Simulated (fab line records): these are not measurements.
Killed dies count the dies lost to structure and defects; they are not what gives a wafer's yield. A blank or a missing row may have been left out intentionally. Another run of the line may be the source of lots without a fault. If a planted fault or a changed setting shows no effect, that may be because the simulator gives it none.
Which of the tools did it? + flow nand_harc + 11 lots, 33 wafers sampled, at 5 steps of a route of 1302

## WHAT THE GAUGES READ, wafer by wafer
NHARC_THIN_TSV_CD_MEAS_33: the cd target is 5000 nm.
| lot  | measured     | on        | cd_nm (nm)           |
|------|--------------|-----------|----------------------|
| L716 | day 23 22:39 | cd_sem-01 | 4999.3 4996.9 4999.2 |
| L718 | day 24 13:25 | cd_sem-02 | 5001.8 4997.4 4998.8 |
| L720 | day 25 15:01 | cd_sem-01 | 5001.5 4998.6 4998.1 |
| L721 | day 26 07:46 | cd_sem-02 | 4997.1 4999.0 4998.3 |
| L722 | day 27 13:40 | cd_sem-03 | 4999.1 5000.4 5000.4 |
| L723 | day 27 06:22 | cd_sem-03 | 4999.2 5000.1 4999.5 |
| L725 | day 27 19:04 | cd_sem-01 | 5001.7 4998.7 5000.0 |
| L730 | day 31 03:34 | cd_sem-01 | 4999.6 4997.9 5002.1 |
| L732 | day 30 08:04 | cd_sem-02 | 4997.6 5001.4 4998.6 |
| L733 | day 30 19:32 | cd_sem-01 | 4997.5 5001.7 4999.0 |
| L739 | day 33 15:41 | cd_sem-03 | 4999.9 5002.6 4998.7 |

NHARC_END_WLT_00.
| lot  | measured     | on        | VT_DECK1_BOTTOM   | VT_DECK1_BOTTOM_INNER | VT_DECK1_MEDIAN_NEAR_BOTTOM | VT_DECK1_MEDIAN_NEAR_BOTTOM_INNER | VT_DECK1_MIDDLE   | VT_DECK1_MIDDLE_INNER | VT_DECK1_TOP      | VT_DECK1_TOP_INNER | VT_DECK2_BOTTOM   | VT_DECK2_BOTTOM_INNER | VT_DECK2_MEDIAN_NEAR_BOTTOM | VT_DECK2_MEDIAN_NEAR_BOTTOM_INNER | VT_DECK2_MIDDLE   | VT_DECK2_MIDDLE_INNER | VT_DECK2_TOP      | VT_DECK2_TOP_INNER |
|------|--------------|-----------|-------------------|-----------------------|-----------------------------|-----------------------------------|-------------------|-----------------------|-------------------|--------------------|-------------------|-----------------------|-----------------------------|-----------------------------------|-------------------|-----------------------|-------------------|--------------------|
| L716 | day 24 10:39 | prober-01 | 0.869 0.876 0.857 | 0.865 0.879 0.853     | 0.865 0.876 0.867           | 0.869 0.866 0.861                 | 0.880 0.884 0.874 | 0.880 0.884 0.881     | 0.899 0.883 0.891 | 0.896 0.899 0.894  | 0.887 0.886 0.877 | 0.886 0.881 0.874     | 0.892 0.887 0.875           | 0.897 0.885 0.876                 | 0.892 0.892 0.880 | 0.893 0.891 0.884     | 0.902 0.901 0.900 | 0.903 0.896 0.895  |
| L718 | day 24 19:59 | prober-02 | 0.870 0.848 0.862 | 0.867 0.865 0.869     | 0.863 0.868 0.860           | 0.866 0.866 0.866                 | 0.873 0.866 0.874 | 0.868 0.870 0.865     | 0.885 0.881 0.891 | 0.879 0.879 0.887  | 0.876 0.872 0.882 | 0.868 0.880 0.880     | 0.876 0.875 0.879           | 0.872 0.873 0.885                 | 0.884 0.885 0.885 | 0.879 0.885 0.887     | 0.896 0.894 0.899 | 0.897 0.902 0.901  |
| L720 | day 25 21:17 | prober-01 | 0.879 0.873 0.868 | 0.872 0.863 0.875     | 0.888 0.876 0.874           | 0.873 0.875 0.867                 | 0.886 0.883 0.884 | 0.886 0.884 0.884     | 0.892 0.881 0.889 | 0.895 0.890 0.895  | 0.881 0.868 0.873 | 0.868 0.874 0.872     | 0.877 0.877 0.870           | 0.880 0.875 0.877                 | 0.883 0.877 0.893 | 0.886 0.883 0.889     | 0.886 0.899 0.898 | 0.894 0.897 0.895  |
| L721 | day 26 15:05 | prober-01 | 0.872 0.870 0.871 | 0.877 0.875 0.869     | 0.878 0.882 0.876           | 0.874 0.877 0.880                 | 0.891 0.893 0.888 | 0.890 0.891 0.887     | 0.901 0.900 0.903 | 0.898 0.910 0.896  | 0.856 0.873 0.868 | 0.865 0.868 0.868     | 0.864 0.867 0.864           | 0.861 0.867 0.863                 | 0.872 0.884 0.880 | 0.880 0.885 0.878     | 0.887 0.890 0.898 | 0.886 0.894 0.891  |
| L722 | day 27 21:58 | prober-02 | 0.873 0.878 0.879 | 0.878 0.876 0.885     | 0.876 0.881 0.872           | 0.876 0.873 0.883                 | 0.886 0.891 0.891 | 0.888 0.886 0.889     | 0.907 0.895 0.904 | 0.905 0.895 0.900  | 0.855 0.853 0.855 | 0.859 0.848 0.856     | 0.862 0.858 0.852           | 0.856 0.868 0.862                 | 0.884 0.876 0.877 | 0.872 0.873 0.876     | 0.888 0.886 0.889 | 0.886 0.890 0.896  |
| L723 | day 27 12:35 | prober-02 | 0.887 0.880 0.877 | 0.874 0.880 0.878     | 0.879 0.886 0.874           | 0.883 0.874 0.871                 | 0.887 0.895 0.884 | 0.886 0.894 0.883     | 0.904 0.899 0.899 | 0.902 0.897 0.903  | 0.881 0.882 0.882 | 0.881 0.874 0.880     | 0.881 0.872 0.874           | 0.877 0.881 0.878                 | 0.895 0.886 0.895 | 0.889 0.897 0.889     | 0.891 0.908 0.901 | 0.892 0.901 0.901  |
| L725 | day 28 04:16 | prober-01 | 0.882 0.884 0.889 | 0.881 0.885 0.886     | 0.880 0.889 0.890           | 0.892 0.891 0.894                 | 0.895 0.902 0.906 | 0.900 0.898 0.903     | 0.906 0.910 0.913 | 0.911 0.910 0.910  | 0.880 0.880 0.871 | 0.879 0.873 0.861     | 0.876 0.872 0.871           | 0.886 0.887 0.871                 | 0.892 0.890 0.883 | 0.890 0.890 0.892     | 0.902 0.891 0.898 | 0.910 0.892 0.897  |
| L730 | day 31 10:08 | prober-01 | 0.877 0.871 0.867 | 0.873 0.869 0.867     | 0.870 0.871 0.869           | 0.877 0.877 0.866                 | 0.872 0.885 0.869 | 0.884 0.883 0.877     | 0.887 0.899 0.887 | 0.888 0.896 0.877  | 0.865 0.876 0.868 | 0.868 0.870 0.855     | 0.872 0.870 0.866           | 0.862 0.873 0.861                 | 0.879 0.884 0.871 | 0.882 0.877 0.887     | 0.894 0.899 0.896 | 0.893 0.890 0.890  |
| L732 | day 30 14:50 | prober-02 | 0.873 0.878 0.877 | 0.876 0.877 0.874     | 0.868 0.872 0.870           | 0.875 0.874 0.869                 | 0.880 0.885 0.882 | 0.882 0.889 0.889     | 0.900 0.903 0.902 | 0.897 0.900 0.905  | 0.868 0.864 0.874 | 0.860 0.869 0.868     | 0.854 0.869 0.868           | 0.858 0.875 0.866                 | 0.875 0.883 0.877 | 0.876 0.878 0.886     | 0.889 0.896 0.893 | 0.890 0.890 0.890  |
| L733 | day 31 04:51 | prober-02 | 0.849 0.869 0.863 | 0.857 0.861 0.862     | 0.855 0.859 0.864           | 0.855 0.865 0.854                 | 0.877 0.870 0.875 | 0.875 0.881 0.866     | 0.883 0.884 0.886 | 0.883 0.887 0.886  | 0.862 0.859 0.856 | 0.867 0.860 0.860     | 0.865 0.864 0.868           | 0.862 0.865 0.859                 | 0.870 0.875 0.887 | 0.875 0.878 0.891     | 0.899 0.898 0.893 | 0.895 0.896 0.891  |
| L739 | day 33 21:44 | prober-01 | 0.873 0.878 0.882 | 0.880 0.872 0.878     | 0.876 0.880 0.884           | 0.877 0.878 0.874                 | 0.889 0.884 0.886 | 0.888 0.880 0.888     | 0.894 0.893 0.904 | 0.894 0.897 0.905  | 0.871 0.861 0.869 | 0.865 0.872 0.867     | 0.869 0.874 0.870           | 0.870 0.867 0.875                 | 0.877 0.881 0.883 | 0.879 0.877 0.890     | 0.904 0.894 0.894 | 0.897 0.886 0.897  |

NHARC_END_SORT_01.
| lot  | measured     | on        | defect_limited_yield (%) | killed_at_array | killed_at_other | killed_at_periphery | killed_dies | killed_open | killed_short |
|------|--------------|-----------|--------------------------|-----------------|-----------------|---------------------|-------------|-------------|--------------|
| L716 | day 24 13:38 | prober-01 | 91.3 88.2 90.5           | 55 70 58        | 0 2 1           | 4 8 5               | 59 80 64    | 2 2 3       | 5 2 3        |
| L718 | day 24 23:14 | prober-02 | 86.4 89.2 88.2           | 84 67 76        | 2 3 1           | 6 3 3               | 92 73 80    | 1 2 4       | 1 1 4        |
| L720 | day 26 00:17 | prober-01 | 86.0 85.8 88.5           | 89 95 76        | 0 0 0           | 6 1 2               | 95 96 78    | 3 7 3       | 2 2 3        |
| L721 | day 26 18:41 | prober-01 | 88.0 86.9 87.3           | 79 83 82        | 0 2 1           | 2 4 3               | 81 89 86    | 4 8 1       | 4 1 1        |
| L722 | day 28 01:52 | prober-02 | 87.6 87.0 88.9           | 79 87 72        | 0 1 1           | 5 0 2               | 84 88 75    | 5 6 3       | 3 2 0        |
| L723 | day 27 15:35 | prober-02 | 95.4 93.2 94.7           | 28 43 34        | 1 1 0           | 2 2 2               | 31 46 36    | 3 3 0       | 0 1 1        |
| L725 | day 28 07:16 | prober-01 | 91.7 90.1 90.8           | 56 64 60        | 0 0 0           | 0 3 2               | 56 67 62    | 1 7 3       | 5 2 2        |
| L730 | day 31 13:26 | prober-01 | 82.3 80.5 85.4           | 71 70 56        | 1 0 0           | 48 62 43            | 120 132 99  | 3 1 4       | 3 3 2        |
| L732 | day 30 17:49 | prober-02 | 79.6 84.8 81.2           | 61 55 46        | 1 0 1           | 76 48 80            | 138 103 127 | 7 5 5       | 5 3 5        |
| L733 | day 31 07:50 | prober-02 | 82.4 85.1 87.4           | 51 50 45        | 1 0 0           | 67 51 40            | 119 101 85  | 2 2 3       | 2 2 6        |
| L739 | day 34 00:46 | prober-01 | 90.8 91.4 92.8           | 59 55 42        | 2 3 1           | 1 0 6               | 62 58 49    | 1 2 4       | 2 2 2        |

## EACH LOT AND THE TOOL THAT RAN IT (in order: tool; ch and the chambers of the sampled wafers; start)
| lot  | NHARC_P_M1_PVD_21            | NHARC_THIN_TSV_ETCH_36            |
|------|------------------------------|-----------------------------------|
| L716 | pvd_sputter-03, day 6 06:49  | rie_metal-01 ch 0,1, day 23 23:13 |
| L718 | pvd_sputter-03, day 7 03:12  | rie_metal-01 ch 0,1, day 24 13:58 |
| L720 | pvd_sputter-01, day 7 19:17  | rie_metal-03 ch 0, day 25 15:49   |
| L721 | pvd_sputter-01, day 8 05:53  | rie_metal-03 ch 0, day 26 08:32   |
| L722 | pvd_sputter-03, day 8 22:16  | rie_metal-01 ch 0,1, day 27 14:13 |
| L723 | pvd_sputter-02, day 9 06:01  | rie_metal-01 ch 0,1, day 27 06:55 |
| L725 | pvd_sputter-02, day 10 04:35 | rie_metal-03 ch 0, day 27 19:50   |
| L730 | pvd_sputter-03, day 12 15:43 | rie_metal-02 ch 0,1, day 31 04:07 |
| L732 | pvd_sputter-03, day 13 02:14 | rie_metal-02 ch 1, day 30 08:37   |
| L733 | pvd_sputter-03, day 13 04:41 | rie_metal-02 ch 0,1, day 30 20:05 |
| L739 | pvd_sputter-01, day 15 16:02 | rie_metal-01 ch 0,1, day 33 16:14 |
- NHARC_P_M1_PVD_21: deposits Cu, target thk 30 nm, time 20.49 s.
- NHARC_THIN_TSV_ETCH_36: etches the open film in Cl2/BCl3, target depth 65 nm, time 18.571 s.

## WHAT THE TOOLS THEMSELVES READ (means of the sampled wafers that have a number; where no wafer has one, the mark that the record gives instead)
NHARC_P_M1_PVD_21.
| lot  | tool           | throttle_valve_pct (%) |
|------|----------------|------------------------|
| L716 | pvd_sputter-03 | 31.3                   |
| L718 | pvd_sputter-03 | 31.2                   |
| L720 | pvd_sputter-01 | 30.7                   |
| L721 | pvd_sputter-01 | 30.9                   |
| L722 | pvd_sputter-03 | 31.6                   |
| L723 | pvd_sputter-02 | 30.1                   |
| L725 | pvd_sputter-02 | 31.1                   |
| L730 | pvd_sputter-03 | 31.0                   |
| L732 | pvd_sputter-03 | 30.4                   |
| L733 | pvd_sputter-03 | 30.4                   |
| L739 | pvd_sputter-01 | 30.0                   |

NHARC_THIN_TSV_ETCH_36.
| lot  | tool         | drypump_motor_current_A (A) | oes_product_au (a.u.) |
|------|--------------|-----------------------------|-----------------------|
| L716 | rie_metal-01 | 6.7                         | 1.000                 |
| L718 | rie_metal-01 | 6.7                         | 1.001                 |
| L720 | rie_metal-03 | 6.0                         | 1.005                 |
| L721 | rie_metal-03 | 6.0                         | 1.006                 |
| L722 | rie_metal-01 | 6.7                         | 0.996                 |
| L723 | rie_metal-01 | 6.7                         | 0.999                 |
| L725 | rie_metal-03 | 6.0                         | 1.005                 |
| L730 | rie_metal-02 | 5.8                         | 0.991                 |
| L732 | rie_metal-02 | 5.8                         | 1.001                 |
| L733 | rie_metal-02 | 5.8                         | 0.996                 |
| L739 | rie_metal-01 | 6.6                         | 0.997                 |

## THE ANSWER, worked out from the rows above alone
Rule: what is usual is taken from the lots themselves. Put in order of their means at a reading, lots are off if they are a third of the lots or fewer, leave a main group of 4 or more, and stand apart from it by a gap of 3 or more times the standard deviation of the main group's means; of several such gaps the widest counts. The tables above print the reading to a certain number of digits; a main group whose means all agree to those digits is not used. A lot without any number at a reading at which 4 lots or more have one is off too. Where the step has rows for the other lots, those lots are counted as sound. After the gauges, taken in route order, come the tools' own readings; for these a lot's mean is taken, as printed above. The first step at which some lot is off is used, and at that step the reading that is off furthest; a lot without a number counts as furthest.
Off: L730, L732, L733 (NHARC_END_SORT_01, killed_at_periphery). Mean 3.0 and standard deviation 1.2 in the main group.
If a tool, at a process step before that reading, ran all the lots that are off and no sound lot after the first of them, it fits. Those tools and the gauges at NHARC_END_SORT_01 are tried in the same way. Undecided on this evidence; 2 tools fit (pvd_sputter-03 at NHARC_P_M1_PVD_21, rie_metal-02 at NHARC_THIN_TSV_ETCH_36).

## WHAT WAS PUT IN BY THE SIMULATOR
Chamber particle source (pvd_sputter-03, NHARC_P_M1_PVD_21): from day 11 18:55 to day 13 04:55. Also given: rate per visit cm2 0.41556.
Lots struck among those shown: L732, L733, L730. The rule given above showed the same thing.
